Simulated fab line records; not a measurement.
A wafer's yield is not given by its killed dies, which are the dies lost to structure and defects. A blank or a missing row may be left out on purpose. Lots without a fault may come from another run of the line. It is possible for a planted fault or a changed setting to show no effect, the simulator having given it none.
fab line records ; flow n5-finfet
[record] lots = 5; wafers = 15; last-day = 18
route steps=1938 shown MOL_CONTACT_COAG@546 PASSIVATION@1936
lots that met no fault: taken from a fault-free run of the same line
start-h: hours from the record's first day to the start of the lot's first wafer shown ; wait-h: hours elapsed since this lot's preceding step ; " as in the row above ; L1.1+2: a single row standing in for several wafers ; - either no value or no given start ; * or withheld: withheld ; < > ~ a bound
route shown NAME@n: names a module that has steps shown in the file, with the first one's number in the route ; usual: mean/standard deviation of fault-free wafers ; same: alike in all rows ; chamber/n: place in a boat ; sites: each site's reading ; _std_site: standard deviation across them ; _edge_site: the outer-site mean with the inner-site mean subtracted ; radius-mm: how far each site lies from the wafer's centre ; mask NAME#n: copy n ; behind: the most recent tool/chamber to have shaped the wafer ; hold: cause of the lot's hold/its duration in hours/its outcome ; device: whichever transistor did not switch (one of n, p or np) ; end of line: tests of these same wafers at the route's end ; a step given without rows: its recipe and nothing more ; killed: dies lost to structure and defects at the first sort, not the wafer's yield ; map: a wafer's dies, x killed, . not, _ none there
set.NAME: the run value of the setting; set.NAME@STEP: its run value at that earlier step ; model.NAME: the simulator's own value behind a step, which no gauge read
a table for each step, a row for each wafer; lots at some steps of the route
services: a tool's chamber out of use, with start hour (start-h, from the record's first day; less than 0 if before it), hours out, and reason
[[steps]]
[step N5_MOL_CONTACT_COAG_PRE_CLEAN_141]
[recipe] gas = H2/He; time-s = 60; temp-c = 300
[usual] heater-power-w = 473/83
lot.wafer;tool;chamber;start-h;wait-h;heater-power-w
L613.2;pvd-sputter-03;-;130.01;1.7;406
L613.3;pvd-sputter-03;-;130.01;1.7;434
L613.6;pvd-sputter-03;-;130.01;1.7;455
L616.1;pvd-sputter-02;-;145.49;1.5;583
L616.4;pvd-sputter-02;-;145.49;1.5;341
L616.6;pvd-sputter-02;-;145.49;1.5;470
L619.2;pvd-sputter-02;-;162.73;0.7;338
L619.3;pvd-sputter-02;-;162.73;0.7;470
L619.6;pvd-sputter-02;-;162.73;0.7;605
L628.2;pvd-sputter-03;-;220.05;0.5;444
L628.4;pvd-sputter-03;-;220.05;0.5;439
L628.6;pvd-sputter-03;-;220.05;0.5;447
L629.4;pvd-sputter-02;-;225.41;0.7;342
L629.5;pvd-sputter-02;-;225.41;0.7;477
L629.6;pvd-sputter-02;-;225.41;0.7;338
[step N5_MOL_CONTACT_COAG_SPUTTER_143]
[recipe] material = Co; target-thk-a = 25; temp-c = 25; chamber-pressure-pa = 0.2
[step N5_MOL_CONTACT_COAG_CO_FILL_22]
[recipe] material = Co; target-thk-a = 200; temp-c = 200; precursor = CCTBA/H2; pressure-torr = 30
[step N5_MOL_CONTACT_COAG_ANNEAL_113]
[recipe] temp-c = 400; time-s = 300; ambient = H2/N2
[step N5_MOL_CONTACT_COAG_PRE_CLEAN_142]
[recipe] gas = H2/He; time-s = 60; temp-c = 300
[step N5_MOL_CONTACT_COAG_SPUTTER_130]
[recipe] material = Co; target-thk-a = 475; temp-c = 25; chamber-pressure-pa = 0.5; power-w = 3000
[usual] throttle-valve-pct = 30.1/0.99
lot.wafer;tool;chamber;start-h;wait-h;throttle-valve-pct
L613.2;pvd-sputter-01;-;134.21;0.0;30.3
L613.3;pvd-sputter-01;-;134.21;0.0;28.3
L613.6;pvd-sputter-01;-;134.21;0.0;29.3
L616.1;pvd-sputter-03;-;148.86;0.0;32.5
L616.4;pvd-sputter-03;-;148.86;0.0;30.3
L616.6;pvd-sputter-03;-;148.86;0.0;30.3
L619.2;pvd-sputter-01;-;165.95;0.0;29.3
L619.3;pvd-sputter-01;-;165.95;0.0;28.7
L619.6;pvd-sputter-01;-;165.95;0.0;29.6
L628.2;pvd-sputter-02;-;224.33;0.0;30.9
L628.4;pvd-sputter-02;-;224.33;0.0;30.0
L628.6;pvd-sputter-02;-;224.33;0.0;31.3
L629.4;pvd-sputter-01;-;228.37;0.0;30.3
L629.5;pvd-sputter-01;-;228.37;0.0;30.4
L629.6;pvd-sputter-01;-;228.37;0.0;28.5
[step N5_MOL_CONTACT_COAG_PRECLEAN_125]
[recipe] chemistry = DIW; time-s = 57.5; temp-c = 23
[step N5_MOL_CONTACT_COAG_SRD_126]
[recipe] dry-time-s = 32; dry = n2-spin; spin-rpm = 1500
[step N5_MOL_CONTACT_COAG_CMP_23]
[recipe] stop-on = SiO2; t-overpolish-s = 1.5; post-cmp-clean = cu-alkaline; down-force-psi = 2; platen-rpm = 50.289; pad-velocity-m-s = 1.0006; target-thk-nm = 0
[step N5_MOL_CONTACT_COAG_WET_ETCH_26]
[recipe] target = Co; target-depth-nm = 13
[step N5_MOL_CONTACT_COAG_WET_ETCH_116]
[recipe] chemistry = SC1-inhibited; target-depth-nm = 4.6; dry = ipa-marangoni; rinse-time-s = 30; rinse-temp-c = 23
lot.wafer;tool;chamber;start-h;wait-h
L613.2+3+6;wet-bench-04;6,5,1;134.89;0.0
L616.1+4+6;wet-bench-06;6,2,5;149.54;0.0
L619.2+3+6;wet-bench-05;1,4,3;166.70;0.0
L628.2+4+6;wet-bench-05;0,4,5;225.01;0.0
L629.4+5+6;wet-bench-06;4,1,3;229.05;0.0
[step N5_MOL_CONTACT_COAG_ALD_27]
[recipe] material = SiOC; target-thk-a = 170; temp-c = 400; ald-precursor-family = carbosiloxane; ald-co-reactant = H2-plasma; pulse-time-s = 1.5; time-s = 2720; purge-time-s = 2; co-reactant-purge-time-s = 2; ald-cycles = 340; pressure-torr = 2
[usual] chamber-pressure-Torr = 1.999/0.004; heater-power-w = 905/110; precursor-pulse-height-rel = 1.002/0.02
lot.wafer;tool;chamber;start-h;wait-h;chamber-pressure-Torr;heater-power-w;precursor-pulse-height-rel
L613.2;ald-sin-04;3;135.21;0.0;1.997;1046;1.021
L613.3;ald-sin-04;2;135.21;0.0;2.000;901;1.007
L613.6;ald-sin-04;0;135.21;0.0;1.997;749;1.008
L616.1;ald-sin-03;0;150.06;0.2;2.003;756;1.015
L616.4;ald-sin-03;2;150.06;0.2;1.998;943;1.008
L616.6;ald-sin-03;3;150.06;0.2;1.997;838;1.031
L619.2;ald-sin-03;2;167.04;0.0;1.997;949;1.022
L619.3;ald-sin-03;0;167.04;0.0;2.001;756;1.013
L619.6;ald-sin-03;3;167.04;0.0;2.001;841;0.993
L628.2;ald-sin-03;2;225.33;0.0;1.997;940;1.002
L628.4;ald-sin-03;0;225.33;0.0;2.001;744;1.000
L628.6;ald-sin-03;0;225.33;0.0;2.005;762;0.988
L629.4;ald-sin-03;1;229.37;0.0;2.005;994;1.046
L629.5;ald-sin-03;3;229.37;0.0;2.000;856;1.023
L629.6;ald-sin-03;2;229.37;0.0;1.991;947;0.973
[step N5_MOL_CONTACT_COAG_CMP_28]
[recipe] stop-on = SiNx; t-overpolish-s = 0.85; post-cmp-clean = alkaline-brush; down-force-psi = 4.15; platen-rpm = 51.8; pad-velocity-m-s = 1.0307; target-thk-nm = 14.522
[step N5_MOL_CONTACT_COAG_THK_MEAS_29]
[recipe] reads = SiNx_of_GATE_CUT_PECVD_57+SiNx_of_GATE_CUT_SAC_CAP_01
[usual] MD_CAP_THK = 17.89/0.089
lot.wafer;tool;chamber;start-h;wait-h;MD_CAP_THK[nm]
L613.2;film-metro-01;-;137.07;-;17.76
L613.3;film-metro-01;-;137.07;-;18.06
L613.6;film-metro-01;-;137.07;-;17.98
L616.1;film-metro-01;-;151.92;-;18.00
L616.4;film-metro-01;-;151.92;-;17.89
L616.6;film-metro-01;-;151.92;-;17.92
L619.2;film-metro-01;-;168.90;-;17.91
L619.3;film-metro-01;-;168.90;-;17.92
L619.6;film-metro-01;-;168.90;-;17.84
L628.2;film-metro-01;-;227.19;-;18.01
L628.4;film-metro-01;-;227.19;-;17.87
L628.6;film-metro-01;-;227.19;-;17.98
L629.4;film-metro-02;-;231.23;-;17.88
L629.5;film-metro-02;-;231.23;-;17.88
L629.6;film-metro-02;-;231.23;-;17.85
[step N5_MOL_CONTACT_COAG_ALD_123]
[recipe] material = SiNx; target-thk-a = 50; temp-c = 400; ald-precursor-family = SiH2I2; ald-co-reactant = N2/H2-plasma; pulse-time-s = 1; purge-time-s = 2; co-reactant-purge-time-s = 2; ald-cycles = 100; pressure-torr = 2
[step N5_MOL_CONTACT_COAG_PECVD_31]
[recipe] material = SiO2; target-thk-a = 460; temp-c = 400; precursor = TEOS/O2; pressure-torr = 6.5; rf-w = withheld; teos-flow-sccm = withheld; gas = O2; flow-sccm = 2650; time-s = 8.9
[step N5_MOL_CONTACT_COAG_COAT_75]
[recipe] resist = SOC; temp-c = 250; time-s = 60; spin-rpm = 1500; resist-thk-nm = 60
[step N5_MOL_CONTACT_COAG_COAT_76]
[recipe] resist = SiARC; temp-c = 220; time-s = 60; spin-rpm = 1500; resist-thk-nm = 10
[step N5_MOL_CONTACT_COAG_COAT_77]
[recipe] resist = underlayer; temp-c = 205; time-s = 60; spin-rpm = 1500; resist-thk-nm = 10
[step N5_MOL_CONTACT_COAG_COAT_78]
[recipe] resist = CAR-EUV; spin-rpm = 1500; resist-thk-nm = 40
[step N5_MOL_CONTACT_COAG_EBR_80]
[recipe] solvent = PGMEA; ebr-width-mm = 1.5
[step N5_MOL_CONTACT_COAG_SOFTBAKE_79]
[recipe] temp-c = 110; time-s = 60; resist = CAR-EUV
[step N5_MOL_CONTACT_COAG_EXPOSE_81]
[recipe] mask-id = VG; na = 0.33; source-shape = annular; sigma-inner = 0.3; sigma-outer = 0.7; polarization = unpolarized; defocus-nm = 0; dose-mj = 59.5
[step N5_MOL_CONTACT_COAG_PEB_82]
[recipe] peb-temp-c = 100; peb-time-s = 60; resist = CAR-EUV
[step N5_MOL_CONTACT_COAG_DEVELOP_83]
[recipe] develop-time-s = 30; developer = TMAH; resist = CAR-EUV; rinse-liquid = surfactant-rinse; dry = air-spin; dev-temp-c = 23
[step N5_MOL_CONTACT_COAG_CD_MEAS_84]
[recipe] target-cd-nm = 25.1; landing-energy-ev = 500; detector = se-inlens; polarity = opening
[usual] cd-nm = 25.11/0.27
lot.wafer;tool;chamber;start-h;wait-h;cd-nm
L613.2;cd-sem-03;0;138.31;-;25.07
L613.3;cd-sem-03;0;138.31;-;24.95
L613.6;cd-sem-03;0;138.31;-;25.02
L616.1;cd-sem-02;0;152.80;-;24.82
L616.4;cd-sem-02;0;152.80;-;25.04
L616.6;cd-sem-02;0;152.80;-;25.54
L619.2;cd-sem-01;0;170.15;-;25.10
L619.3;cd-sem-01;0;170.15;-;24.82
L619.6;cd-sem-01;0;170.15;-;24.97
L628.2;cd-sem-02;0;228.07;-;24.65
L628.4;cd-sem-02;0;228.07;-;24.81
L628.6;cd-sem-02;0;228.07;-;24.92
L629.4;cd-sem-03;0;232.11;-;25.14
L629.5;cd-sem-03;0;232.11;-;25.24
L629.6;cd-sem-03;0;232.11;-;24.66
[step N5_MOL_CONTACT_COAG_OVL_MEAS_85]
[recipe] points-per-wafer = 522
[usual] VG_OVL = 0.1/0.88
lot.wafer;tool;chamber;start-h;wait-h;VG_OVL[nm]
L613.2;overlay-02;0;138.34;0.0;2.1
L613.3;overlay-02;0;138.34;0.0;-0.1
L613.6;overlay-02;0;138.34;0.0;0.8
L616.1;overlay-01;0;152.83;0.0;-0.6
L616.4;overlay-01;0;152.83;0.0;-2.4
L616.6;overlay-01;0;152.83;0.0;-2.2
L619.2;overlay-02;0;170.19;0.0;-0.7
L619.3;overlay-02;0;170.19;0.0;0.0
L619.6;overlay-02;0;170.19;0.0;0.2
L628.2;overlay-02;0;228.10;0.0;0.4
L628.4;overlay-02;0;228.10;0.0;0.9
L628.6;overlay-02;0;228.10;0.0;0.8
L629.4;overlay-01;0;232.16;0.0;0.3
L629.5;overlay-01;0;232.16;0.0;-0.1
L629.6;overlay-01;0;232.16;0.0;-0.4
[step N5_MOL_CONTACT_COAG_DESCUM_88]
[recipe] chemistry = O2; time-s = 7; source-power-w = 50; bias-power-w = 20; pressure-mtorr = 20; rf-frequency-hz = 2.712e+07; temp-c = 40; resist = CAR-EUV; o2-flow-sccm = 225
[step N5_MOL_CONTACT_COAG_ETCH_89]
[recipe] chemistry = N2/H2; target = underlayer; target-depth-a = 130; mask-material = CAR-EUV; time-s = 10.4; ion-energy-ev = 200; pressure-mtorr = 30; source-w = 840; bias-w = 150; n2-flow-sccm = 200; h2-flow-sccm = 200; ends = cleared
[step N5_MOL_CONTACT_COAG_ETCH_90]
[recipe] chemistry = CF4; target = SiARC; target-depth-a = 130; mask-material = CAR-EUV; time-s = 21.7; ion-energy-ev = 80; pressure-mtorr = 40; source-w = 545; bias-w = 36; Ar_flow_sccm = 100; cf4-flow-sccm = 100; ends = cleared
[usual] drypump-motor-current-A = 5.8/0.36; etch-rf-on-time-s = 21.8/0.51; mfc-ar-sccm = 100.0/0.32; oes-product-au = 0.67/0.085; rf-vpp-V = 184.1/1.3; showerhead-plenum-p-Torr = 2.15/0.079; throttle-valve-pct = 15.57/0.22
lot.wafer;tool;chamber;start-h;wait-h;drypump-motor-current-A;etch-rf-on-time-s;mfc-ar-sccm;oes-product-au;rf-hours-counter-h;rf-vpp-V;showerhead-plenum-p-Torr;throttle-valve-pct
L613.2;rie-diel-04;3;138.48;0.0;5.7;21.1;100.4;0.60;236;185.2;2.19;15.82
L613.3;rie-diel-04;1;138.48;0.0;6.1;21.4;100.2;0.75;47;183.3;2.17;15.33
L613.6;rie-diel-04;1;138.48;0.0;6.1;21.2;100.3;0.75;-;184.4;2.17;15.33
L616.1;rie-diel-04;2;153.22;0.0;5.4;21.9;100.1;0.63;172;183.8;2.06;15.63
L616.4;rie-diel-04;1;153.22;0.0;6.1;21.1;100.0;0.75;52;185.6;2.17;15.34
L616.6;rie-diel-04;1;153.22;0.0;6.1;21.3;100.1;0.75;-;183.6;2.17;15.34
L619.2;rie-diel-03;2;170.38;0.0;5.9;23.0;100.2;0.58;233;182.6;2.04;15.64
L619.3;rie-diel-03;3;170.38;0.0;5.5;21.7;100.1;0.79;16;183.6;2.11;15.54
L619.6;rie-diel-03;0;170.38;0.0;5.8;22.4;100.1;0.60;-;184.7;2.21;15.38
L628.2;rie-diel-05;0;228.27;0.0;6.6;21.8;99.9;0.68;122;185.9;2.25;15.73
L628.4;rie-diel-05;3;228.27;0.0;5.7;21.4;99.5;0.59;233;184.7;2.11;15.66
L628.6;rie-diel-05;2;228.27;0.0;5.1;21.2;100.1;0.76;-;186.0;2.28;15.28
L629.4;rie-diel-04;2;232.29;0.0;5.5;22.2;100.7;0.60;203;182.0;2.05;15.71
L629.5;rie-diel-04;3;232.29;0.0;5.7;21.3;99.3;0.80;-;184.3;2.18;15.37
L629.6;rie-diel-04;2;232.29;0.0;5.4;22.2;100.3;0.61;-;181.7;2.05;15.70
[step N5_MOL_CONTACT_COAG_ALD_131]
[recipe] material = SiO2; target-thk-a = 50; temp-c = 100; ald-precursor-family = BDEAS; ald-co-reactant = O2-plasma; pulse-time-s = 1; co-reactant-pulse-time-s = 1; purge-time-s = 2; co-reactant-purge-time-s = 2; ald-cycles = 35; pressure-torr = 2
[usual] chamber-pressure-Torr = 1.999/0.0044; heater-power-w = 82/8.9; precursor-pulse-height-rel = 0.999/0.022
lot.wafer;tool;chamber;start-h;wait-h;chamber-pressure-Torr;heater-power-w;precursor-pulse-height-rel
L613.2;ald-sin-01;2;138.56;0.1;2.000;91;0.997
L613.3;ald-sin-01;1;138.56;0.1;1.998;73;0.999
L613.6;ald-sin-01;2;138.56;0.1;2.005;90;0.963
L616.1;ald-sin-03;1;153.30;0.1;1.992;92;0.998
L616.4;ald-sin-03;0;153.30;0.1;1.999;69;0.988
L616.6;ald-sin-03;3;153.30;0.1;1.998;77;1.037
L619.2;ald-sin-01;0;170.62;0.2;1.996;84;1.012
L619.3;ald-sin-01;3;170.62;0.2;1.995;76;1.006
L619.6;ald-sin-01;1;170.62;0.2;2.000;72;0.955
L628.2;ald-sin-03;1;228.35;0.1;1.999;90;1.001
L628.4;ald-sin-03;0;228.35;0.1;1.994;68;1.019
L628.6;ald-sin-03;3;228.35;0.1;1.995;80;1.003
L629.4;ald-sin-04;3;232.37;0.1;2.001;98;1.000
L629.5;ald-sin-04;3;232.37;0.1;2.009;93;0.956
L629.6;ald-sin-04;2;232.37;0.1;1.994;87;1.020
[step N5_MOL_CONTACT_COAG_ETCHBACK_132]
[recipe] chemistry = CHF3; target = SiO2; target-depth-a = 100; time-s = 6.7; ion-energy-ev = 200; pressure-mtorr = 30; source-w = 610; bias-w = 170; Ar_flow_sccm = 200; CHF3_flow_sccm = 50
[step N5_MOL_CONTACT_COAG_ETCH_91]
[recipe] chemistry = N2/H2; target = SOC; target-depth-a = 600; overetch-a = 210; mask-material = SiARC; temp-c = 40; time-s = 101.2; ion-energy-ev = 200; pressure-mtorr = 30; source-w = 840; bias-w = 150; n2-flow-sccm = 200; h2-flow-sccm = 200
[step N5_MOL_CONTACT_COAG_STRIP_92]
[recipe] chemistry = N2/H2; temp-c = 40; n2-flow-sccm = 200; h2-flow-sccm = 200; rf-frequency-hz = 6e+07
[step N5_MOL_CONTACT_COAG_STRIP_93]
[recipe] chemistry = N2/H2; temp-c = 40; n2-flow-sccm = 200; h2-flow-sccm = 200; rf-frequency-hz = 6e+07
[step N5_MOL_CONTACT_COAG_ETCHBACK_135]
[recipe] chemistry = CHF3; target = SiO2; target-depth-a = 250; time-s = 16.7; ion-energy-ev = 200; pressure-mtorr = 30; source-w = 610; bias-w = 170; Ar_flow_sccm = 200; CHF3_flow_sccm = 50
[step N5_MOL_CONTACT_COAG_STRIP_118]
[recipe] chemistry = CHF3; resist = SiARC; rf-frequency-hz = 6e+07
[step N5_MOL_CONTACT_COAG_VIA_ETCH_46]
[recipe] chemistry = C4F6/O2; target-depth-a = 460; overetch-a = 92; mask-material = SOC; target = SiO2; bias-w = 455; pressure-mtorr = 10; time-s = 40; source-w = 325; Ar_flow_sccm = 300; C4F6_flow_sccm = 10; O2_flow_sccm = 10; ion-energy-ev = 575.3; ends = end-point
[step N5_MOL_CONTACT_COAG_STRIP_96]
[recipe] chemistry = N2/H2; power-w = 500; temp-c = 40; pressure-mtorr = 50; rf-frequency-hz = 6e+07; overash-fraction = 0.3; bias-power-w = 28; h2-frac = 0.5; n2-flow-sccm = 300; h2-flow-sccm = 300
[step N5_PASSIVATION_PROBE_49]
[usual] defect-limited-yield = 91.4/1.5; killed_at_M0_to_M3 = 35/11; killed_at_M4_up = 16/7; killed-at-contacts = 11/5.3; killed-at-front-end = 37/11; killed-at-other = 3.1/2.8; killed-dies = 102/18; killed-on-rim = 13/3.7; killed-open = 69/15; killed-short = 31/7.8; sort_bin_5_function = 5.1/1.1; sort_bin_6_memory = 3.2/0.69; sort_bin_8_speed = 0.00/0.016; sort-n-pass = 1078/18; sort-yield-pct = 91.4/1.5
[same] gross-dies = 1180; killed-at-back-side = 0; sort_bin_4_leakage[%] = 0
lot.wafer;tool;chamber;start-h;wait-h;defect-limited-yield[%];killed_at_M0_to_M3;killed_at_M4_up;killed-at-contacts;killed-at-front-end;killed-at-other;killed-dies;killed-on-rim;killed-open;killed-short;sort_bin_5_function[%];sort_bin_6_memory[%];sort_bin_8_speed[%];sort-n-pass;sort-yield-pct[%]
L613.2;prober-02;-;318.13;0.1;93.4;24;5;12;33;4;78;14;52;24;3.4;2.8;0;1102;93.4
L613.3;prober-02;-;318.18;0.1;92.0;31;17;8;38;0;94;11;61;29;4.1;3.4;0;1086;92.0
L613.6;prober-02;-;318.33;0.3;92.2;27;16;14;35;0;92;8;67;25;4.5;3.0;0;1088;92.2
L616.1;prober-01;-;318.85;0.0;92.9;21;13;13;36;1;84;9;56;25;4.4;2.1;0;1096;92.9
L616.4;prober-01;-;319.00;0.2;91.1;18;14;17;56;0;105;13;68;37;5.0;3.5;0;1075;91.1
L616.6;prober-01;-;319.10;0.3;93.5;17;12;12;36;0;77;13;51;22;3.6;2.7;0;1103;93.5
L619.2;prober-02;-;352.69;0.1;91.0;42;11;13;37;3;106;14;84;22;5.5;3.4;0.17;1072;90.8
L629.4;prober-02;-;407.68;0.4;91.7;35;11;4;46;2;98;14;64;29;5.1;2.6;0;1082;91.7
L629.5;prober-02;-;407.73;0.4;91.4;38;15;7;39;3;102;15;72;30;5.1;3.1;0;1078;91.4
L629.6;prober-02;-;407.78;0.5;89.3;34;14;18;59;1;126;14;89;32;5.5;4.6;0;1054;89.3
L628.2;prober-01;-;425.03;0.1;82.8;24;22;116;40;1;203;31;72;24;10.4;4.4;0;977;82.8
L628.4;prober-01;-;425.13;0.2;90.5;25;15;13;57;2;112;12;86;25;6.0;3.1;0;1068;90.5
L628.6;prober-01;-;425.23;0.3;90.2;30;16;15;51;4;116;14;78;38;6.1;3.3;0;1064;90.2
// killed by level:class
L613.2 BEOL_M0_SAQP:geometric-particle:open=13 MOL_CONTACT_COAG:geometric-particle:open=10 STI_FIN_REVEAL:geometric-particle:open=6 FIN_SAQP:geometric-particle:open=5 FIN_SAQP:geometric-particle:short=4 STI_FIN_REVEAL:geometric-particle:short=4 GATE_CUT:geometric-particle:short=3 BEOL_M0_SAQP:geometric-particle:short=3
L613.3 BEOL_M1:geometric-particle:open=11 FIN_SAQP:geometric-particle:open=10 BEOL_M0_SAQP:geometric-particle:open=9 FIN_SAQP:geometric-particle:short=7 BEOL_M0_SAQP:geometric-particle:short=6 MOL_CONTACT_COAG:geometric-particle:open=5 STI_FIN_REVEAL:geometric-particle:open=4 HKMG_FIN:area-etch=4
L613.6 FIN_SAQP:geometric-particle:open=10 BEOL_M1:geometric-particle:open=8 MOL_CONTACT_COAG:geometric-particle:short=7 STI_FIN_REVEAL:geometric-particle:open=7 MOL_CONTACT_COAG:geometric-particle:open=7 BEOL_M4:geometric-particle:open=7 BEOL_M3:geometric-particle:open=4 STARTING-WAFER:geometric-particle:open=4
L616.1 STI_FIN_REVEAL:geometric-particle:open=18 MOL_CONTACT_COAG:geometric-particle:open=10 BEOL_M0_SAQP:geometric-particle:short=6 BEOL_M4:geometric-particle:open=6 BEOL_M0_SAQP:geometric-particle:open=5 BEOL_M2:geometric-particle:open=5 FIN_SAQP:geometric-particle:short=3 STI_FIN_REVEAL:geometric-particle:short=3
L616.4 STI_FIN_REVEAL:geometric-particle:open=26 MOL_CONTACT_COAG:geometric-particle:open=11 FIN_SAQP:geometric-particle:short=8 BEOL_M0_SAQP:geometric-particle:open=7 MOL_CONTACT_COAG:geometric-particle:short=6 BEOL_M4:geometric-particle:open=6 STI_FIN_REVEAL:geometric-particle:short=5 FIN_SAQP:geometric-particle:open=4
L616.6 STI_FIN_REVEAL:geometric-particle:open=14 MOL_CONTACT_COAG:geometric-particle:open=11 BEOL_M0_SAQP:geometric-particle:short=5 BEOL_M4:geometric-particle:open=5 STARTING-WAFER:geometric-particle:short=5 STI_FIN_REVEAL:geometric-particle:short=4 BEOL_M1:geometric-particle:open=4 BEOL_M0_SAQP:geometric-particle:open=3
L619.2 MOL_CONTACT_COAG:geometric-particle:open=13 BEOL_M2:geometric-particle:open=12 STI_FIN_REVEAL:geometric-particle:open=11 BEOL_M1:geometric-particle:open=10 BEOL_M3:geometric-particle:open=6 FIN_SAQP:geometric-particle:short=5 BEOL_M0_SAQP:geometric-particle:open=5 FIN_SAQP:geometric-particle:open=4
L629.4 STI_FIN_REVEAL:geometric-particle:open=14 BEOL_M2:geometric-particle:open=11 BEOL_M0_SAQP:geometric-particle:short=6 BEOL_M1:geometric-particle:open=6 FIN_SAQP:geometric-particle:open=5 BEOL_M4:geometric-particle:open=5 HKMG_FIN:area-etch=5 FIN_SAQP:geometric-particle:short=4
L629.5 STI_FIN_REVEAL:geometric-particle:open=12 FIN_SAQP:geometric-particle:open=10 BEOL_M2:geometric-particle:open=10 BEOL_M1:geometric-particle:open=9 BEOL_M4:geometric-particle:open=7 FIN_SAQP:geometric-particle:short=6 BEOL_M0_SAQP:geometric-particle:short=6 MOL_CONTACT_COAG:geometric-particle:open=5
L629.6 STI_FIN_REVEAL:geometric-particle:open=19 MOL_CONTACT_COAG:geometric-particle:open=16 FIN_SAQP:geometric-particle:open=9 BEOL_M0_SAQP:geometric-particle:open=9 BEOL_M2:geometric-particle:open=8 BEOL_M1:geometric-particle:open=7 ILD0:geometric-particle:open=5 BEOL_M0_SAQP:geometric-particle:short=5
L628.2 MOL_CONTACT_COAG:unspecified=106 STI_FIN_REVEAL:geometric-particle:open=12 MOL_CONTACT_COAG:geometric-particle:open=9 FIN_SAQP:geometric-particle:open=6 BEOL_M0_SAQP:geometric-particle:open=6 BEOL_M4:geometric-particle:open=6 BEOL_M5:geometric-particle:open=6 BEOL_M0_SAQP:geometric-particle:short=5
L628.4 FIN_SAQP:geometric-particle:open=22 MOL_CONTACT_COAG:geometric-particle:open=12 STI_FIN_REVEAL:geometric-particle:open=11 BEOL_M2:geometric-particle:open=9 BEOL_M0_SAQP:geometric-particle:open=8 DUMMY_GATE:geometric-particle:open=5 STI_FIN_REVEAL:geometric-particle:short=4 ILD0:geometric-particle:short=4
L628.6 STI_FIN_REVEAL:geometric-particle:open=16 BEOL_M0_SAQP:geometric-particle:short=16 MOL_CONTACT_COAG:geometric-particle:open=14 FIN_SAQP:geometric-particle:open=9 FIN_SAQP:geometric-particle:short=8 BEOL_M0_SAQP:geometric-particle:open=5 STI_FIN_REVEAL:geometric-particle:short=4 BEOL_M1:geometric-particle:open=4
// map L628.2 (x killed, . not)
_________________...xx...x...________________
______________........x........._____________
___________......................x.__________
__________....x....xx...x..........._________
________.........x...x..............x._______
_______......................x.........______
______.............x..............x..x.._____
_____..x.x...............................____
____...x.x........x...................x...___
___....x....x................x.........x...__
___x.................x.....................__
__.......................x......xx...x......_
__...................x...............x......_
_........x...x..............x................
_.x........x............x................x...
_...........x..x.x.x.........x.....x.xxx....x
_..........x...................x.x.....xxxxx.
_.......x...........................xxxxxxxxx
_.......xx.........xx.............xxxxxxxxxxx
_x......x..x.......x.........x.x.x.xxxxxxxxxx
_..........x......x.........x...x.xxxxxxxxxxx
__....x.x........................xxxxxxxxxxx_
__.........................xx...x.xxxxxxxxxx_
___.......x....x...x............x.xxxxxxxxx__
___.x...................x..x.......xxxxxxxx__
____.........x.....x..........x...xxxxxxxx___
_____.x................x..........x.xx.xx____
______.......x...........x............xx_____
_______....x...............x......x.xx.______
________...................x.........._______
__________.x.............x.........._________
___________....x..x......x......x..__________
______________x...x.....x......._____________
_________________............________________
// map L619.3 (x killed, . not)
_________________x.........x.________________
______________..........x......._____________
___________.......x................__________
__________.........x..............x._________
________xx.............x...x.......x.._______
_______...x.............x........x.....______
______..x.........x...............x..x.._____
_____.x...x...........xx....x.x.x........____
____....x.....x...............x....x......___
___.......x.x................x......x......__
___............x........x...x.......x......__
__.....x..x.....x.....x........x...x..x.x..x_
__..............................x......x...._
_........xx..............x..x......x..x......
_.x.......xx...................x...x....x....
_...................x.........x........x.....
_x............x..............................
_.......x..............x...........x.........
_....x................................x...x..
_x....................x..................x...
_...x.........x.........................x..x.
__............x...x..xx..................x.._
__...xx..x.......x....x...........x.x......._
___......................xx.............x..__
___............x...........................__
____...............x...x.x...x......x.....___
_____.....x............x..x.........x...x____
______x.......x..x..x.......x.....x..x.._____
_______.....x..................x..x.x..______
________........x.....x.x.x.....x..x.._______
__________.......x................x._________
___________x.......................__________
______________..............x..._____________
_________________.......x..x.________________
[[services]]
tool;chamber;start-h;hours;kind
wet-bench-04;-;117.12;0.8;repair
rie-diel-03;-;118.04;2.8;pm
rie-diel-04;2;122.02;1.8;repair
ald-sin-03;-;130.20;1.2;repair
ald-sin-01;0;144.35;15.5;repair
ald-sin-03;1;166.43;8.9;repair
rie-diel-05;0;166.50;3.8;repair
rie-diel-05;3;168.28;4.5;repair
ald-sin-04;-;176.75;14.0;pm
ald-sin-04;0;176.75;14.0;vent-cycle
ald-sin-04;1;176.75;14.0;vent-cycle
rie-diel-04;3;176.86;-;clean
rie-diel-04;3;176.86;-;consumable-replace:focus-ring
rie-diel-04;3;176.86;19.3;scheduled-down
rie-diel-04;3;176.86;19.3;vent-cycle
wet-bench-05;-;192.57;0.7;repair
rie-diel-03;3;197.84;8.7;repair
wet-bench-06;-;203.65;1.1;repair
rie-diel-04;0;208.14;-;clean
rie-diel-04;0;208.14;-;consumable-replace:focus-ring
rie-diel-04;0;208.14;16.2;scheduled-down
rie-diel-04;0;208.14;16.2;vent-cycle
rie-diel-03;3;214.28;5.1;repair
ald-sin-03;1;217.86;2.9;repair
[[key]]
[first-sign] step = N5_PASSIVATION_PROBE_49; reading = killed-at-contacts; direction = up; sigmas = 20; usual = 11; struck = 116
[effect] step = N5_PASSIVATION_PROBE_49; reading = defect-limited-yield; direction = down; sigmas = 5.5; usual = 91.4; struck = 82.8
[more-kills-born-at] N5_MOL_CONTACT_COAG_WET_ETCH_116@wet-bench-05 = 106
met-at N5_MOL_CONTACT_COAG_WET_ETCH_116
struck-wafers L628.2
[fault] kind = chamber-particle-source; tool = wet-bench-05; chamber = 0; onset-h = 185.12; steps = N5_MOL_CONTACT_COAG_WET_ETCH_116; rate-per-visit-cm2 = 1.2722; end-h = 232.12
